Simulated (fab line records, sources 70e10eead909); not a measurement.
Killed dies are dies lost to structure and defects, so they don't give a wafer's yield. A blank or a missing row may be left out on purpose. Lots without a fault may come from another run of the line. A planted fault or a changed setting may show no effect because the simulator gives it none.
fab line records | flow nand_harc
record lots=7 wafers=19 last_day=33
route steps=1302 shown A_ONON_D1@424
lots that met no fault: from a run of the same line without faults
start_h: hours from the record's first day to the start of the lot's first wafer shown | wait_h: hours since the lot's step before | " the same as in the row above | L1.1+2: a row that stands for several wafers | - no value, or no start given | * or withheld: withheld | < > ~ a bound
route shown NAME@n: a module of which the file shows steps, and the number in the route of the first | usual: mean/standard deviation of fault-free wafers | same: alike in all rows | chamber/n: place in a boat | sites: the reading at each site | _std_site: their standard deviation | _edge_site: outer sites' mean less inner sites' | radius_mm: how far each site lies from the wafer's centre | mask NAME#n: copy n | behind: the tool/chamber that last shaped the wafer | hold: why the lot was held/for how many hours/how that ended | device: the transistor (n, p or np) that didn't switch | end of line: the same wafers' tests at the end of the route | a step without rows: its recipe alone | killed: dies lost to structure and defects at the first sort, not the wafer's yield | map: a wafer's dies, x killed, . not, _ none there
set.NAME: the setting as run; set.NAME@STEP: as run at that earlier step | model.NAME: the simulator's own value behind a step, which no gauge read
lots at some steps of the route; a table a step, a row a wafer
services: from which hour (start_h, from the record's first day; less than 0 if before it) a tool's chamber was out of use, for how many hours, and why
## steps
# step NHARC_A_ONON_D1_DEP_00
# recipe target_thk_a=10000 n2_flow_sccm=2750 n2o_flow_sccm=2000 nh3_flow_sccm=500 sih4_flow_sccm=210 temp_c=400
# step NHARC_A_ONON_D1_THK_MEAS_02
# recipe thk_meas_gauge=ellipsometry
# usual thk_nm=1001/10
# columns lot.wafer tool chamber start_h wait_h thk_nm
L232.2 film_metro-02 - 191.41 - 1002
L232.5 " - " " 1003
L232.6 " - " " 1003
L241.1 film_metro-01 - 280.07 - 994
L241.5 " - " " 994
L244.1 film_metro-02 - 302.34 - 996
L244.2 " - " " 995
L244.4 " - " " 995
L242.2 film_metro-01 - 306.79 - 997
L242.5 " - " " 995
L250.2 film_metro-02 - 367.56 - 1011
L250.4 " - " " 1010
L250.6 " - " " 1012
L251.3 film_metro-01 - 383.50 - 1004
L251.4 " - " " 1002
L251.6 " - " " 1004
L252.1 film_metro-02 - 389.32 - 995
L252.5 " - " " 995
L252.6 " - " " 993
# step NHARC_A_ONON_D1_DEP_03
# recipe target_thk_a=10000 n2_flow_sccm=2750 n2o_flow_sccm=2000 nh3_flow_sccm=500 sih4_flow_sccm=210 temp_c=400
# step NHARC_A_ONON_D1_THK_MEAS_05
# recipe thk_meas_gauge=ellipsometry
# usual thk_nm=1002/9
# columns lot.wafer tool chamber start_h wait_h thk_nm
L232.2 film_metro-02 - 191.98 - 985
L232.5 " - " " 985
L232.6 " - " " 987
L241.1 film_metro-01 - 280.64 - 1003
L241.5 " - " " 1003
L244.1 film_metro-02 - 302.91 - 1002
L244.2 " - " " 1001
L244.4 " - " " 1002
L242.2 film_metro-02 - 307.36 - 1006
L242.5 " - " " 1007
L250.2 film_metro-02 - 368.12 - 997
L250.4 " - " " 999
L250.6 " - " " 999
L251.3 film_metro-01 - 384.07 - 1010
L251.4 " - " " 1010
L251.6 " - " " 1010
L252.1 film_metro-02 - 389.89 - 1009
L252.5 " - " " 1008
L252.6 " - " " 1010
# step NHARC_A_ONON_D1_DEP_06
# recipe target_thk_a=10000 n2_flow_sccm=2750 n2o_flow_sccm=2000 nh3_flow_sccm=500 sih4_flow_sccm=210 temp_c=400
# step NHARC_A_ONON_D1_THK_MEAS_08
# recipe thk_meas_gauge=ellipsometry
# usual thk_nm=1002/12
# columns lot.wafer tool chamber start_h wait_h thk_nm
L232.2 film_metro-01 - 192.54 - 1005
L232.5 " - " " 1006
L232.6 " - " " 1005
L241.1 film_metro-02 - 281.20 - 987
L241.5 " - " " 987
L244.1 film_metro-01 - 303.48 - 1012
L244.2 " - " " 1009
L244.4 " - " " 1011
L242.2 film_metro-02 - 307.93 - 1006
L242.5 " - " " 1005
L250.2 film_metro-02 - 368.69 - 985
L250.4 " - " " 987
L250.6 " - " " 987
L251.3 film_metro-01 - 384.64 - 999
L251.4 " - " " 996
L251.6 " - " " 996
L252.1 film_metro-02 - 390.46 - 1012
L252.5 " - " " 1013
L252.6 " - " " 1012
# step NHARC_A_ONON_D1_DEP_09
# recipe target_thk_a=10000 n2_flow_sccm=2750 n2o_flow_sccm=2000 nh3_flow_sccm=500 sih4_flow_sccm=210 temp_c=400
# step NHARC_A_ONON_D1_THK_MEAS_11
# recipe thk_meas_gauge=ellipsometry
# usual thk_nm=1001/8.9
# columns lot.wafer tool chamber start_h wait_h thk_nm
L232.2 film_metro-01 - 193.12 - 1003
L232.5 " - " " 1002
L232.6 " - " " 1002
L241.1 film_metro-01 - 281.77 - 990
L241.5 " - " " 992
L244.1 film_metro-02 - 304.04 - 991
L244.2 " - " " 990
L244.4 " - " " 991
L242.2 film_metro-02 - 308.49 - 995
L242.5 " - " " 995
L250.2 film_metro-02 - 369.26 - 980
L250.4 " - " " 979
L250.6 " - " " 979
L251.3 film_metro-01 - 385.20 - 997
L251.4 " - " " 997
L251.6 " - " " 997
L252.1 film_metro-02 - 391.02 - 989
L252.5 " - " " 990
L252.6 " - " " 988
# step NHARC_A_ONON_D1_DEP_12
# recipe target_thk_a=10000 n2_flow_sccm=2750 n2o_flow_sccm=2000 nh3_flow_sccm=500 sih4_flow_sccm=210 temp_c=400
# step NHARC_A_ONON_D1_THK_MEAS_14
# recipe thk_meas_gauge=ellipsometry
# usual thk_nm=1000/9
# columns lot.wafer tool chamber start_h wait_h thk_nm
L232.2 film_metro-01 - 193.69 - 1005
L232.5 " - " " 1003
L232.6 " - " " 1003
L241.1 film_metro-01 - 282.33 - 1018
L241.5 " - " " 1018
L244.1 film_metro-01 - 304.61 - 1009
L244.2 " - " " 1009
L244.4 " - " " 1007
L242.2 film_metro-02 - 309.06 - 1014
L242.5 " - " " 1015
L250.2 film_metro-01 - 369.82 - 1001
L250.4 " - " " 1000
L250.6 " - " " 1000
L251.3 film_metro-01 - 385.76 - 998
L251.4 " - " " 997
L251.6 " - " " 998
L252.1 film_metro-01 - 391.58 - 1006
L252.5 " - " " 1007
L252.6 " - " " 1007
# step NHARC_A_ONON_D1_ANNEAL_15
# recipe temp_c=750 time_s=3600
# step NHARC_A_ONON_D1_DEP_16
# recipe target_thk_a=10000 n2_flow_sccm=2750 n2o_flow_sccm=2000 nh3_flow_sccm=500 sih4_flow_sccm=210 temp_c=400
# columns lot.wafer tool chamber start_h wait_h
L232.2+5+6 pecvd_onon-02 0 201.04 0.1
L241.1+5 pecvd_onon-01 0 289.40 0.1
L244.1+2+4 pecvd_onon-01 0 312.21 0.1
L242.2+5 pecvd_onon-01 0 318.48 0.1
L250.2+4+6 pecvd_onon-01 0 380.44 0.1
L252.1+5+6 pecvd_onon-04 0 395.73 0.1
L251.3+4+6 pecvd_onon-01 0 395.84 0.2
# step NHARC_A_ONON_D1_THK_MEAS_18
# recipe thk_meas_gauge=ellipsometry
# usual thk_nm=999/9.5
# columns lot.wafer tool chamber start_h wait_h thk_nm
L232.2 film_metro-02 - 201.49 - 992
L232.5 " - " " 992
L232.6 " - " " 992
L241.1 film_metro-01 - 289.91 - 983
L241.5 " - " " 1043
L244.1 film_metro-01 - 312.72 - 1004
L244.2 " - " " 1002
L244.4 " - " " 1063
L242.2 film_metro-02 - 318.93 - 1003
L242.5 " - " " 1063
L250.2 film_metro-01 - 380.89 - 1003
L250.4 " - " " 1001
L250.6 " - " " 1001
L251.3 film_metro-01 - 396.24 - 985
L251.4 " - " " 984
L251.6 " - " " 985
L252.1 film_metro-02 - 396.24 - 1004
L252.5 " - " " 1005
L252.6 " - " " 1006
# step NHARC_A_ONON_D1_DEP_19
# recipe target_thk_a=10000 n2_flow_sccm=2750 n2o_flow_sccm=2000 nh3_flow_sccm=500 sih4_flow_sccm=210 temp_c=400
## services
# columns tool chamber start_h hours kind
pecvd_onon-02 - 185.00 13.0 pm
pecvd_onon-01 - 269.00 13.0 pm
pecvd_onon-04 - 311.34 13.0 pm
pecvd_onon-02 - 366.00 13.0 pm
## key
first_sign step=NHARC_A_ONON_D1_THK_MEAS_18 reading=thk_nm direction=up sigmas=6 usual=999 struck=1057
effect none on later readings
met_at NHARC_A_ONON_D1_DEP_16
struck_wafers L241.5,L242.5,L244.4
sort_left_out L241.5,L242.5,L244.4
tester_left_out L241,L242,L244
fault kind=process_parameter_drift tool=pecvd_onon-01 chamber=- onset_h=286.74 steps=NHARC_A_ONON_D1_DEP_16 channel=target_thk_a offset=* shape=step end_h=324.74 scope=struck_wafers_only acts_in=* stated=*
# tester_left_out: of these lots the tester's yield and bins aren't shown, on N5 and GAA mostly nor the transistor test; their killed dies are dies lost to structure and defects alone, not to doping, threshold or leakage, so they don't give the yield
# sort_left_out: the simulated sort isn't trusted on such a fault, so these wafers' sort isn't shown, and their yield isn't known
